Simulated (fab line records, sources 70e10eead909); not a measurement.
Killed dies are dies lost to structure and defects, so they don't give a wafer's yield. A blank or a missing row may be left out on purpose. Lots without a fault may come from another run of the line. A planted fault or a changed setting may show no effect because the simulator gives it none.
Which tool did it? | flow nand_harc | 24 lots, 72 wafers sampled, at 5 steps of a route of 1302

WHAT THE GAUGES READ, wafer by wafer
NHARC_P_GATE_CD_MEAS_11: target cd 1640 nm.
lot  | measured     | on        | cd_nm (nm)
L074 | day 4 14:42  | cd_sem-01 | 1640.2 1639.5 1638.5
L075 | day 4 20:29  | cd_sem-01 | 1643.4 1640.9 1641.5
L076 | day 5 10:49  | cd_sem-02 | 1641.2 1642.0 1640.9
L077 | day 5 15:01  | cd_sem-02 | 1640.9 1642.4 1640.6
L078 | day 6 03:38  | cd_sem-03 | 1639.6 1642.2 1641.9
L079 | day 6 09:37  | cd_sem-02 | 1641.8 1639.1 1638.7
L080 | day 6 21:53  | cd_sem-02 | 1640.0 1643.2 1641.4
L081 | day 7 04:01  | cd_sem-02 | 1638.9 1639.9 1642.5
L082 | day 7 18:06  | cd_sem-01 | 1642.3 1641.2 1640.2
L083 | day 8 02:05  | cd_sem-02 | 1643.6 1642.1 1642.1
L084 | day 8 09:42  | cd_sem-01 | 1639.3 1642.3 1642.1
L085 | day 8 20:48  | cd_sem-01 | 1645.4 1643.8 1643.5
L086 | day 9 06:14  | cd_sem-03 | 1639.1 1638.3 1640.1
L087 | day 9 17:19  | cd_sem-03 | 1639.3 1640.2 1639.0
L088 | day 10 10:34 | cd_sem-02 | 1640.2 1639.7 1640.0
L089 | day 10 16:56 | cd_sem-01 | 1638.3 1640.8 1639.4
L090 | day 11 09:04 | cd_sem-01 | 1643.0 1640.8 1639.9
L091 | day 11 08:55 | cd_sem-01 | 1638.8 1635.4 1639.1
L092 | day 11 21:01 | cd_sem-02 | 1637.2 1639.1 1641.4
L093 | day 12 04:11 | cd_sem-01 | 1639.1 1638.0 1637.2
L094 | day 12 18:00 | cd_sem-02 | 1638.9 1639.7 1641.8
L095 | day 13 00:47 | cd_sem-02 | 1641.5 1642.6 1645.4
L096 | day 13 16:50 | cd_sem-02 | 1642.2 1640.4 1640.1
L097 | day 14 05:29 | cd_sem-02 | 1639.1 1639.4 1641.5

NHARC_P_CONTACT_OVL_MEAS_13.
lot  | measured     | on         | overlay_x_nm (nm) | overlay_y_nm (nm)
L074 | day 6 01:06  | overlay-02 | -0.7 -0.3 0.0     | 0.2 0.2 0.0
L075 | day 6 13:23  | overlay-02 | -0.9 -0.7 -0.7    | 0.7 0.5 0.5
L076 | day 6 21:22  | overlay-01 | 2.1 1.6 1.5       | -1.1 -1.5 -1.7
L077 | day 7 01:19  | overlay-02 | 0.9 -0.1 0.1      | -1.1 -0.8 -0.3
L078 | day 7 14:03  | overlay-01 | 0.7 0.4 0.0       | -0.6 -0.1 -0.6
L079 | day 7 19:53  | overlay-01 | 1.5 1.2 1.5       | 0.9 0.7 1.1
L080 | day 8 08:29  | overlay-02 | 0.6 0.8 0.7       | -0.4 -0.4 0.0
L081 | day 8 16:26  | overlay-02 | -0.1 -0.7 0.1     | -0.5 0.1 -0.6
L082 | day 9 06:44  | overlay-02 | 0.4 0.8 0.9       | -0.1 0.0 0.0
L083 | day 9 13:22  | overlay-01 | -0.4 -0.6 -0.9    | -1.7 -1.6 -1.6
L084 | day 9 19:18  | overlay-01 | 0.5 0.3 0.5       | 0.4 -0.4 -0.2
L085 | day 10 20:21 | overlay-01 | -0.4 -0.7 -1.1    | 0.8 1.3 0.5
L086 | day 10 23:07 | overlay-01 | -1.0 -0.4 -0.8    | -0.6 -0.3 0.0
L087 | day 11 03:32 | overlay-01 | 1.2 1.2 0.5       | -0.4 0.0 -0.1
L088 | day 11 23:52 | overlay-01 | -0.2 -0.7 -0.6    | -0.4 -0.5 -0.6
L089 | day 12 09:41 | overlay-02 | 0.4 -0.3 -0.2     | 0.3 0.6 0.7
L090 | day 12 23:13 | overlay-02 | -0.8 0.0 -0.3     | -0.5 0.2 0.2
L091 | day 12 23:43 | overlay-02 | -0.3 0.0 0.0      | 0.8 0.3 0.8
L092 | day 13 06:56 | overlay-01 | -1.2 -1.0 -0.7    | -0.3 -1.1 -1.6
L093 | day 13 14:31 | overlay-02 | -0.6 -0.8 -0.8    | 0.4 0.7 0.6
L094 | day 14 04:48 | overlay-01 | -0.2 -0.2 -0.3    | 0.0 -0.3 -0.2
L095 | day 14 14:33 | overlay-01 | 0.5 0.5 0.3       | -1.2 -1.3 -1.2
L096 | day 15 02:54 | overlay-02 | 1.8 1.8 1.5       | 0.8 0.5 0.3
L097 | day 15 15:54 | overlay-01 | 0.5 -0.3 0.2      | 0.7 0.4 0.6

WHICH TOOL RAN EACH LOT (tool, then ch and the chambers of the sampled wafers, then the start)
lot  | NHARC_P_ZERO_WELL_DESCUM_39        | NHARC_P_STI_DESCUM_14              | NHARC_P_CONTACT_DEP_00
L074 | rie_diel-12 ch 0,1,3, day 2 00:26  | rie_diel-01 ch 1,3, day 3 00:13    | pecvd-03 ch 0,1,2, day 6 01:06 or earlier
L075 | rie_diel-10 ch 0,1,2, day 2 10:04  | rie_diel-11 ch 0,2, day 3 06:19    | pecvd-03 ch 1,2, day 6 13:23 or earlier
L076 | rie_diel-12 ch 0,3, day 2 21:55    | rie_diel-07 ch 0,1,3, day 3 16:53  | pecvd-04 ch 0,1,2, day 6 21:22 or earlier
L077 | rie_diel-06 ch 0,2,3, day 3 06:27  | rie_diel-07 ch 0,1,2, day 4 04:49  | pecvd-03 ch 0,1, day 7 01:19 or earlier
L078 | rie_diel-12 ch 0,1,3, day 3 16:17  | rie_diel-07 ch 0,1,3, day 4 14:44  | pecvd-03 ch 1,2, day 7 14:03 or earlier
L079 | rie_diel-10 ch 0,1,2, day 4 02:41  | rie_diel-07 ch 0,1,2, day 4 21:23  | pecvd-03 ch 0,1,2, day 7 19:53 or earlier
L080 | rie_diel-12 ch 1,2,3, day 4 12:19  | rie_diel-07 ch 0,1,2, day 5 09:16  | pecvd-04 ch 1,2, day 8 08:29 or earlier
L081 | rie_diel-06 ch 0,1,3, day 4 23:59  | rie_diel-07 ch 0,1,3, day 5 18:06  | pecvd-03 ch 0,1, day 8 16:26 or earlier
L082 | rie_diel-12 ch 2,3, day 5 08:15    | rie_diel-01 ch 1,2, day 6 04:36    | pecvd-04 ch 0,1, day 9 06:44 or earlier
L083 | rie_diel-10 ch 0,2,3, day 5 18:08  | rie_diel-01 ch 0,2,3, day 6 14:24  | pecvd-01 ch 0,2, day 9 13:22 or earlier
L084 | rie_diel-06 ch 0,1,3, day 6 04:17  | rie_diel-07 ch 0,1, day 6 22:49    | pecvd-01 ch 0,1, day 9 19:18 or earlier
L085 | rie_diel-10 ch 0,3, day 6 14:08    | rie_diel-11 ch 2,3, day 7 10:06    | pecvd-04 ch 0,1,2, day 10 20:21 or earlier
L086 | rie_diel-12 ch 1,2,3, day 7 01:08  | rie_diel-07 ch 0,2,3, day 7 20:21  | pecvd-04 ch 1,2, day 10 23:07 or earlier
L087 | rie_diel-12 ch 0,1,2, day 7 10:19  | rie_diel-07 ch 0,1, day 8 05:00    | pecvd-01 ch 0,2, day 11 03:32 or earlier
L088 | rie_diel-06 ch 0,1,3, day 7 20:29  | rie_diel-11 ch 0,2, day 8 16:58    | pecvd-04 ch 0,1,2, day 11 23:52 or earlier
L089 | rie_diel-10 ch 0,3, day 8 06:44    | rie_diel-07 ch 0,2,3, day 9 04:11  | pecvd-01 ch 0,1,2, day 12 09:41 or earlier
L090 | rie_diel-12 ch 0,1,3, day 8 23:43  | rie_diel-11 ch 0,3, day 9 21:21    | pecvd-04 ch 1,2, day 12 23:13 or earlier
L091 | rie_diel-10 ch 0,3, day 9 02:14    | rie_diel-01 ch 0,3, day 9 21:12    | pecvd-04 ch 1,2, day 12 23:43 or earlier
L092 | rie_diel-12 ch 1,3, day 9 12:19    | rie_diel-01 ch 0,3, day 10 09:07   | pecvd-01 ch 0,1,2, day 13 06:56 or earlier
L093 | rie_diel-12 ch 1,2,3, day 9 22:17  | rie_diel-01 ch 0,1, day 10 16:16   | pecvd-01 ch 0,1, day 13 14:31 or earlier
L094 | rie_diel-10 ch 1,2,3, day 10 11:38 | rie_diel-01 ch 1,2,3, day 11 05:46 | pecvd-04 ch 0,1,2, day 14 04:48 or earlier
L095 | rie_diel-06 ch 0,1,2, day 10 18:14 | rie_diel-07 ch 0,1,3, day 11 14:01 | pecvd-01 ch 0,1,2, day 14 14:33 or earlier
L096 | rie_diel-06 ch 1,2, day 11 04:29   | rie_diel-11 ch 1,2, day 12 01:34   | pecvd-04 ch 0,1,2, day 15 02:54 or earlier
L097 | rie_diel-06 ch 0,1,3, day 11 14:29 | rie_diel-01 ch 0,3, day 12 12:56   | pecvd-01 ch 0,1, day 15 15:54 or earlier
- NHARC_P_ZERO_WELL_DESCUM_39: chemistry O2, time 3 s.
- NHARC_P_STI_DESCUM_14: chemistry O2, time 3 s.
- NHARC_P_CONTACT_DEP_00: deposits SiO2, target thk 500 nm.

WHAT THE TOOLS THEMSELVES READ (means of the sampled wafers that have a number; where no wafer has one, the mark that the record gives instead)
NHARC_P_ZERO_WELL_DESCUM_39.
lot  | tool        | drypump_motor_current_A (A) | oes_product_au (a.u.) | rf_vpp_V (V) | showerhead_plenum_p_Torr (Torr) | throttle_valve_pct (%)
L074 | rie_diel-12 | 6.0                         | 1.004                 | 58.4         | 1.94                            | 11.316
L075 | rie_diel-10 | 6.0                         | 1.004                 | 58.6         | 1.93                            | 11.316
L076 | rie_diel-12 | 6.1                         | 0.999                 | 57.1         | 1.93                            | 11.300
L077 | rie_diel-06 | 5.4                         | 1.014                 | 58.2         | 1.96                            | 11.309
L078 | rie_diel-12 | 6.0                         | 0.998                 | 57.9         | 1.93                            | 11.304
L079 | rie_diel-10 | 6.0                         | 0.997                 | 57.1         | 1.93                            | 11.304
L080 | rie_diel-12 | 5.9                         | 0.996                 | 58.1         | 1.95                            | 11.307
L081 | rie_diel-06 | 5.9                         | 1.006                 | 57.6         | 1.91                            | 11.310
L082 | rie_diel-12 | 5.9                         | 0.999                 | 58.1         | 1.96                            | 11.304
L083 | rie_diel-10 | 5.5                         | 1.000                 | 56.7         | 1.94                            | 11.320
L084 | rie_diel-06 | 5.9                         | 0.992                 | 57.1         | 1.90                            | 11.309
L085 | rie_diel-10 | 5.2                         | 0.995                 | 57.8         | 1.92                            | 11.317
L086 | rie_diel-12 | 5.9                         | 0.999                 | 58.7         | 1.95                            | 11.307
L087 | rie_diel-12 | 5.9                         | 0.996                 | 57.6         | 1.92                            | 11.294
L088 | rie_diel-06 | 5.9                         | 1.001                 | 57.4         | 1.90                            | 11.307
L089 | rie_diel-10 | 5.2                         | 0.992                 | 57.4         | 1.92                            | 11.303
L090 | rie_diel-12 | 6.0                         | 0.998                 | 57.3         | 1.92                            | 11.311
L091 | rie_diel-10 | 5.4                         | 1.005                 | 57.7         | 1.86                            | 11.307
L092 | rie_diel-12 | 6.0                         | 0.992                 | 58.9         | 1.95                            | 11.321
L093 | rie_diel-12 | 5.9                         | 0.991                 | 58.1         | 1.94                            | 11.310
L094 | rie_diel-10 | 5.8                         | 1.012                 | 57.8         | 1.97                            | 11.302
L095 | rie_diel-06 | 5.6                         | 1.002                 | 58.0         | 1.92                            | 11.307
L096 | rie_diel-06 | 5.5                         | 1.002                 | 57.6         | 1.87                            | 11.312
L097 | rie_diel-06 | 5.9                         | 1.005                 | 57.6         | 1.89                            | 11.313

NHARC_P_STI_DESCUM_14.
lot  | tool        | drypump_motor_current_A (A) | oes_product_au (a.u.) | rf_vpp_V (V) | showerhead_plenum_p_Torr (Torr) | throttle_valve_pct (%)
L074 | rie_diel-01 | 6.1                         | 1.003                 | 58.2         | 1.98                            | 11.307
L075 | rie_diel-11 | 5.8                         | 0.984                 | 57.4         | 1.90                            | 11.314
L076 | rie_diel-07 | 5.7                         | 1.000                 | 58.1         | 1.93                            | 11.306
L077 | rie_diel-07 | 5.9                         | 0.991                 | 58.8         | 1.95                            | 11.306
L078 | rie_diel-07 | 5.8                         | 0.993                 | 58.3         | 1.93                            | 11.314
L079 | rie_diel-07 | 5.9                         | 0.992                 | 57.7         | 1.95                            | 11.311
L080 | rie_diel-07 | 5.9                         | 1.010                 | 57.6         | 1.95                            | 11.309
L081 | rie_diel-07 | 5.7                         | 1.009                 | 57.6         | 1.93                            | 11.317
L082 | rie_diel-01 | 5.8                         | 1.000                 | 57.1         | 1.86                            | 11.318
L083 | rie_diel-01 | 5.2                         | 1.004                 | 56.9         | 1.81                            | 11.312
L084 | rie_diel-07 | 5.6                         | 1.000                 | 57.7         | 1.94                            | 11.315
L085 | rie_diel-11 | 5.5                         | 0.995                 | 58.3         | 1.98                            | 11.310
L086 | rie_diel-07 | 5.5                         | 1.014                 | 58.0         | 1.90                            | 11.317
L087 | rie_diel-07 | 5.6                         | 1.004                 | 58.2         | 1.94                            | 11.313
L088 | rie_diel-11 | 5.8                         | 0.994                 | 58.0         | 1.90                            | 11.308
L089 | rie_diel-07 | 5.5                         | 1.002                 | 57.8         | 1.90                            | 11.316
L090 | rie_diel-11 | 5.4                         | 0.997                 | 57.5         | 1.82                            | 11.317
L091 | rie_diel-01 | 5.2                         | 0.997                 | 57.9         | 1.84                            | 11.313
L092 | rie_diel-01 | 5.2                         | 0.999                 | 57.7         | 1.84                            | 11.311
L093 | rie_diel-01 | 6.0                         | 1.007                 | 57.3         | 1.94                            | 11.311
L094 | rie_diel-01 | 5.7                         | 1.000                 | 57.6         | 1.89                            | 11.310
L095 | rie_diel-07 | 5.8                         | 1.006                 | 58.2         | 1.93                            | 11.313
L096 | rie_diel-11 | 5.9                         | 0.992                 | 57.7         | 2.03                            | 11.312
L097 | rie_diel-01 | 5.1                         | 0.997                 | 57.5         | 1.81                            | 11.312

NHARC_P_CONTACT_DEP_00.
lot  | tool     | heater_power_w (W) | throttle_valve_pct (%)
L074 | pecvd-03 | 613                | 15.8
L075 | pecvd-03 | 683                | 15.5
L076 | pecvd-04 | 584                | 16.1
L077 | pecvd-03 | 609                | 16.3
L078 | pecvd-03 | 610                | 15.3
L079 | pecvd-03 | 547                | 15.9
L080 | pecvd-04 | 552                | 16.1
L081 | pecvd-03 | 645                | 15.9
L082 | pecvd-04 | 521                | 16.1
L083 | pecvd-01 | 643                | 16.0
L084 | pecvd-01 | 649                | 15.8
L085 | pecvd-04 | 567                | 16.4
L086 | pecvd-04 | 516                | 16.1
L087 | pecvd-01 | 610                | 16.1
L088 | pecvd-04 | 562                | 16.4
L089 | pecvd-01 | 606                | 15.9
L090 | pecvd-04 | 593                | 15.8
L091 | pecvd-04 | 622                | 16.0
L092 | pecvd-01 | 655                | 16.1
L093 | pecvd-01 | 613                | 16.0
L094 | pecvd-04 | 606                | 16.1
L095 | pecvd-01 | 608                | 15.8
L096 | pecvd-04 | 566                | 16.1
L097 | pecvd-01 | 592                | 15.8

THE ANSWER, worked out from the rows above alone
Rule: what is usual is taken from the lots themselves. Put in order of their means at a reading, lots are off if they are a third of the lots or fewer, leave a main group of 4 or more, and stand apart from it by a gap of 3 or more times the standard deviation of the main group's means; of several such gaps the widest counts. A main group whose means are all the same, to the digits that the tables above print for the reading, isn't used. A lot without any number at a reading at which 4 lots or more have one is off too. The other lots that the step has rows for count as sound. The gauges are gone through in route order, then the tools' own readings, and for those a lot's mean is taken as printed above. The first step at which some lot is off is used, and at that step the reading that is off furthest; a lot without a number counts as furthest.
No lot is off at any reading shown: from this, nothing can be told.

WHAT THE SIMULATOR HAD PUT IN
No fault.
